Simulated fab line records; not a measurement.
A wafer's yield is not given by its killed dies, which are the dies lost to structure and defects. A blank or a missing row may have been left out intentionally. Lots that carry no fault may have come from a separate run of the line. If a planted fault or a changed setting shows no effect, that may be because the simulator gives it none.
Comparing a struck lot with a sound one || flow n5-finfet || 37 out of 1938 route steps
Sound: wafers L832.1, L832.3, L832.6. Struck: wafer L846.6 (left out: L846.2, L846.5 of the same lot, which were not struck); the cause appears at the end.
At each step with rows: each side's tool, then ch and its chambers, then its first start. Under that, the readings that differ: sound wafers || struck wafers || difference of the means || sigmas: that difference in standard deviations of wafers without a fault.
alike: words and numbers the same on both sides, and readings whose means are apart by under 2 such deviations; not compared: readings that were withheld, readings missing a value for some wafer, numbers with overlapping values and no deviation given by the record, and bounds like >300 which may hide the same value.
Wherever a step has rows on one side only, a row that says differs or no value, or a row with sigmas, the two part there. Numbers that have no deviation but don't overlap get no sigmas and don't part them. A reading missing from all wafers of one side parts the sides only when that side holds two or more wafers.

first, 9 steps without rows for these wafers: N5_PASSIVATION_HMDS_03 (time 60 s); N5_PASSIVATION_COAT_04; N5_PASSIVATION_EBR_06; N5_PASSIVATION_SOFTBAKE_05 (time 90 s); N5_PASSIVATION_EXPOSE_07 (exposes mask TV, defocus 0 nm, target cd 3000 nm); N5_PASSIVATION_PEB_08; N5_PASSIVATION_DEVELOP_09 (develop time 60 s); N5_PASSIVATION_HARDBAKE_11 (time 120 s); N5_PASSIVATION_DESCUM_12 (chemistry O2, time 7.9 s).
N5_PASSIVATION_PASS_ETCH_74: etches SiNx in CF4/O2, target depth 220 nm, time 110 s.
  sound on rie-diel-03 ch 0,3, day 14 16:02; struck on rie-diel-03 ch 1, day 17 21:44
{"reading": "bias-w (W)", "sound": "49.04 48.75 48.82", "struck": 49.17, "difference": "+0.30", "sigmas": "+2"}
{"reading": "oes-product-au (a.u.)", "sound": "0.71 0.70 0.71", "struck": 0.93, "difference": "+0.22", "sigmas": "+3"}
{"reading": "throttle-valve-pct (%)", "sound": "16.49 16.14 16.14", "struck": 15.53, "difference": -0.73, "sigmas": -3}
  alike: chamber-pressure-mTorr, drypump-motor-current-A, rf-vpp-V, showerhead-plenum-p-Torr
  not compared: rf-hours-counter-h
then, 26 steps without rows for these wafers: N5_PASSIVATION_VIA_ETCH_13 (etches SiO2 in CHF3/O2, target depth 660 nm, time 330 s); N5_PASSIVATION_STRIP_14 (strips in O2); N5_PASSIVATION_ETCH_15 (etches SiCN in CF4/N2, target depth 75 nm, time 81.2 s); N5_PASSIVATION_STRIP_73 (strips in post etch residue remover, time 60 s); N5_PASSIVATION_SRD_17 (time 30 s, dry time 30 s); N5_PASSIVATION_DEGAS_18 (time 60 s); N5_PASSIVATION_PRE_CLEAN_19; N5_PASSIVATION_SPUTTER_20 (material TaN, target thk 50 nm); N5_PASSIVATION_AL_DEP_21 (deposits Al, target thk 2800 nm, time 170 s); N5_PASSIVATION_HMDS_23 (time 60 s); N5_PASSIVATION_COAT_24; N5_PASSIVATION_EBR_26; N5_PASSIVATION_SOFTBAKE_25 (time 90 s); N5_PASSIVATION_EXPOSE_27 (exposes mask PAD, defocus 0 nm); N5_PASSIVATION_PEB_28; N5_PASSIVATION_DEVELOP_29 (develop time 60 s); N5_PASSIVATION_HARDBAKE_31 (time 120 s); N5_PASSIVATION_DESCUM_32 (chemistry O2, time 7.9 s); N5_PASSIVATION_AL_ETCH_33 (etches Al in Cl2/BCl3, stops on TaN, target depth 2800 nm, time 466.7 s); N5_PASSIVATION_ETCH_59 (etches TaN in Cl2/BCl3, target depth 65 nm, time 34.9 s); N5_PASSIVATION_STRIP_34 (strips in O2); N5_PASSIVATION_STRIP_51 (strips in post etch residue remover, time 1200 s); N5_PASSIVATION_CLEAN_69 (cleans in IPA, time 180 s); N5_PASSIVATION_SRD_70 (time 30 s); N5_PASSIVATION_PECVD_53 (deposits SiO2 from TEOS/O2, target thk 800 nm, time 169.4 s); N5_PASSIVATION_PECVD_35 (deposits SiNx from SiH4/NH3/N2, target thk 700 nm, time 151.3 s).
N5_PASSIVATION_PROBE_49:
  rows exist in the record for the struck wafers here (prober-02, day 18 06:13), but not for the sound ones

## WHERE THEY PART
Last at N5_PASSIVATION_PROBE_49 as far as this record goes, first at N5_PASSIVATION_PASS_ETCH_74.

WHY: whatever the simulator had introduced
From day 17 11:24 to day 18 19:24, rie-diel-03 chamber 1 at N5_PASSIVATION_PASS_ETCH_74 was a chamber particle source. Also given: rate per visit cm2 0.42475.
